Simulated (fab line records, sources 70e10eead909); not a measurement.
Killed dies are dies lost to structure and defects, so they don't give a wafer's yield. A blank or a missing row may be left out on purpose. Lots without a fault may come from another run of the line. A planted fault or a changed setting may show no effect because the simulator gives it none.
Which tool did it? | flow nand_harc | 14 lots, 42 wafers sampled, at 5 steps of a route of 1302

WHAT THE GAUGES READ, wafer by wafer
NHARC_A_ONON_D1_THK_MEAS_02: measures by ellipsometry. Usual: thk_nm 1000 nm, standard deviation 11.
lot  | measured     | on            | thk_nm (nm)    | flag
L146 | day 7 23:17  | film_metro-01 | 997 998 997    |
L147 | day 8 12:19  | film_metro-01 | 1008 1008 1010 |
L148 | day 9 03:01  | film_metro-02 | 1004 1004 1004 |
L149 | day 9 09:52  | film_metro-01 | 1002 1000 1002 |
L151 | day 10 07:21 | film_metro-01 | 1005 1006 1005 |
L153 | day 11 03:46 | film_metro-01 | 992 988 991    |
L154 | day 11 15:21 | film_metro-02 | 991 993 990    |
L155 | day 12 09:23 | film_metro-01 | 1004 1003 1003 |
L162 | day 14 12:32 | film_metro-01 | 1010 1011 1010 |
L164 | day 15 12:15 | film_metro-01 | 1000 1000 1001 |
L165 | day 16 01:00 | film_metro-01 | 1020 1021 1022 |
L166 | day 16 17:05 | film_metro-01 | 996 995 994    |
L168 | day 17 02:55 | film_metro-01 | 992 993 995    |
L167 | day 17 02:55 | film_metro-01 | 999 998 998    |

NHARC_A_CHANNEL_HOLE_D1_OVL_MEAS_11. Usual: overlay_x_nm -0.3 nm, standard deviation 0.73; overlay_y_nm -0.2 nm, standard deviation 0.87.
lot  | measured     | on         | overlay_x_nm (nm) | overlay_y_nm (nm) | flag
L146 | day 8 15:55  | overlay-01 | -0.5 -0.4 -0.3    | 0.4 0.5 0.2       |
L147 | day 9 04:57  | overlay-01 | 0.4 0.4 0.2       | 1.5 1.2 1.7       |
L148 | day 9 19:30  | overlay-02 | 0.5 0.3 0.0       | 1.1 0.9 0.9       |
L149 | day 10 02:21 | overlay-02 | -0.8 -0.8 -0.4    | 0.4 0.0 0.3       |
L151 | day 11 00:04 | overlay-01 | 0.0 0.0 -0.1      | -1.9 -1.4 -1.8    |
L153 | day 11 22:37 | overlay-01 | 0.5 0.2 0.5       | -0.5 -0.8 -0.2    |
L154 | day 12 06:58 | overlay-01 | -0.9 -0.4 -1.0    | -0.5 -0.7 -0.2    |
L155 | day 13 02:05 | overlay-01 | 0.4 1.0 0.8       | 0.8 0.8 0.6       |
L162 | day 15 04:23 | overlay-02 | -0.7 -1.5 -0.8    | -0.9 -0.9 -1.2    |
L164 | day 16 04:50 | overlay-02 | -0.6 -1.0 -1.3    | 0.3 0.8 0.7       |
L165 | day 16 19:31 | overlay-01 | -1.0 -0.8 -0.8    | 0.7 0.5 1.1       |
L166 | day 17 13:35 | overlay-01 | -0.6 -0.2 0.0     | -0.9 -0.7 -0.7    |
L168 | day 17 21:26 | overlay-02 | 0.9 1.3 1.3       | -1.2 -1.5 -1.0    |
L167 | day 17 19:31 | overlay-02 | 0.8 1.1 1.2       | 0.2 -0.3 0.3      |

NHARC_A_CHANNEL_HOLE_D1_CD_MEAS_18. Usual: cd_nm 99 nm, standard deviation 3.4.
lot  | measured     | on        | cd_nm (nm)  | flag
L146 | day 8 18:16  | cd_sem-03 | 99 101 95   |
L147 | day 9 06:10  | cd_sem-03 | 100 93 99   |
L148 | day 9 20:43  | cd_sem-03 | 100 102 98  |
L149 | day 10 03:34 | cd_sem-01 | 97 99 102   |
L151 | day 11 01:16 | cd_sem-03 | 97 102 93   |
L153 | day 11 23:50 | cd_sem-02 | 96 101 102  |
L154 | day 12 08:11 | cd_sem-03 | 103 97 102  |
L155 | day 13 03:22 | cd_sem-01 | 100 103 100 |
L162 | day 15 05:35 | cd_sem-03 | 100 99 94   |
L164 | day 16 06:09 | cd_sem-03 | 102 105 98  |
L165 | day 16 20:44 | cd_sem-03 | 100 101 100 |
L166 | day 17 14:56 | cd_sem-01 | 101 100 101 |
L168 | day 17 22:38 | cd_sem-02 | 94 93 97    |
L167 | day 17 20:44 | cd_sem-02 | 98 100 97   |

NHARC_END_SORT_01. Usual: killed_at_array 59, standard deviation 20; killed_at_other 0.8, standard deviation 1.1; killed_at_periphery 5, standard deviation 3.1; killed_dies 64, standard deviation 21; killed_open 3.4, standard deviation 1.9; killed_short 2.3, standard deviation 1.7.
lot  | measured     | on        | killed_at_array | killed_at_other | killed_at_periphery | killed_dies | killed_open | killed_short | flag
L153 | day 27 10:31 | prober-02 | 62 61 58        | 0 0 1           | 3 3 4               | 65 64 63    | 3 2 6       | 2 1 2        |
L155 | day 29 02:28 | prober-01 | 78 65 84        | 1 0 1           | 2 4 9               | 81 69 94    | 2 4 10      | 3 2 1        |
L162 | day 31 18:07 | prober-01 | 62 71 60        | 0 0 0           | 5 3 1               | 67 74 61    | 1 4 4       | 1 0 3        |

WHICH TOOL RAN EACH LOT (tool, then ch and the chambers of the sampled wafers, then the start)
lot  | NHARC_A_CHANNEL_HOLE_D1_SOFTBAKE_05
L146 | litho_track-01 ch 0, day 8 15:00
L147 | litho_track-04 ch 0, day 9 04:00
L148 | litho_track-04 ch 0, day 9 19:00
L149 | litho_track-01 ch 0, day 10 01:00
L151 | litho_track-01 ch 0, day 10 23:00
L153 | litho_track-01 ch 0, day 11 22:00
L154 | litho_track-06 ch 0, day 12 06:00
L155 | litho_track-01 ch 0, day 13 01:00
L162 | litho_track-06 ch 0, day 15 03:00
L164 | litho_track-04 ch 0, day 16 04:00
L165 | litho_track-01 ch 0, day 16 19:00
L166 | litho_track-06 ch 0, day 17 13:00
L168 | litho_track-06 ch 0, day 17 21:00
L167 | litho_track-06 ch 0, day 17 19:00
- NHARC_A_CHANNEL_HOLE_D1_SOFTBAKE_05: time 55 s.

WHAT THE TOOLS THEMSELVES READ (means of the sampled wafers that have a number; where no wafer has one, the mark that the record gives instead)
NHARC_A_CHANNEL_HOLE_D1_SOFTBAKE_05. Usual: heater_power_total_W 188.46 W, standard deviation 0.15; plate_temp_C 104.97 C, standard deviation 0.13; resist_line_temp_C 23.03 C, standard deviation 0.1.
lot  | tool           | heater_power_total_W (W) | plate_temp_C (C) | resist_line_temp_C (C) | flag
L146 | litho_track-01 | 188.54                   | 104.98           | 23.00                  |
L147 | litho_track-04 | 188.49                   | 105.11           | 23.04                  |
L148 | litho_track-04 | 188.48                   | 105.04           | 23.06                  |
L149 | litho_track-01 | 188.46                   | 104.88           | 23.06                  |
L151 | litho_track-01 | 188.46                   | 105.16           | 22.96                  |
L153 | litho_track-01 | 175.75                   | 99.70            | 23.01                  | OFF
L154 | litho_track-06 | 188.54                   | 104.94           | 23.10                  |
L155 | litho_track-01 | 175.57                   | 99.56            | 22.91                  | OFF
L162 | litho_track-06 | 188.44                   | 105.12           | 22.99                  |
L164 | litho_track-04 | 188.53                   | 104.97           | 23.02                  |
L165 | litho_track-01 | 188.43                   | 104.86           | 23.09                  |
L166 | litho_track-06 | 188.37                   | 104.98           | 23.16                  |
L168 | litho_track-06 | 188.56                   | 105.05           | 23.13                  |
L167 | litho_track-06 | 188.61                   | 104.93           | 23.08                  |

THE ANSWER, worked out from the rows above alone
Rule: a lot is off if the mean of its wafers that have a number lies more than 3 standard deviations from the usual mean. A lot without any number at a reading at which 4 lots or more have one is off too. The other lots that the step has rows for count as sound. The gauges are gone through in route order, then the tools' own readings, and for those a lot's mean is taken as printed above. The first step at which some lot is off is used, and at that step the reading that is off furthest; a lot without a number counts as furthest.
Off: L153, L155, at NHARC_A_CHANNEL_HOLE_D1_SOFTBAKE_05 (heater_power_total_W).
A tool fits if, at that step or a process step before it, it ran every lot that is off, and no sound lot after the first of them. None of those tried fits.

WHAT THE SIMULATOR HAD PUT IN
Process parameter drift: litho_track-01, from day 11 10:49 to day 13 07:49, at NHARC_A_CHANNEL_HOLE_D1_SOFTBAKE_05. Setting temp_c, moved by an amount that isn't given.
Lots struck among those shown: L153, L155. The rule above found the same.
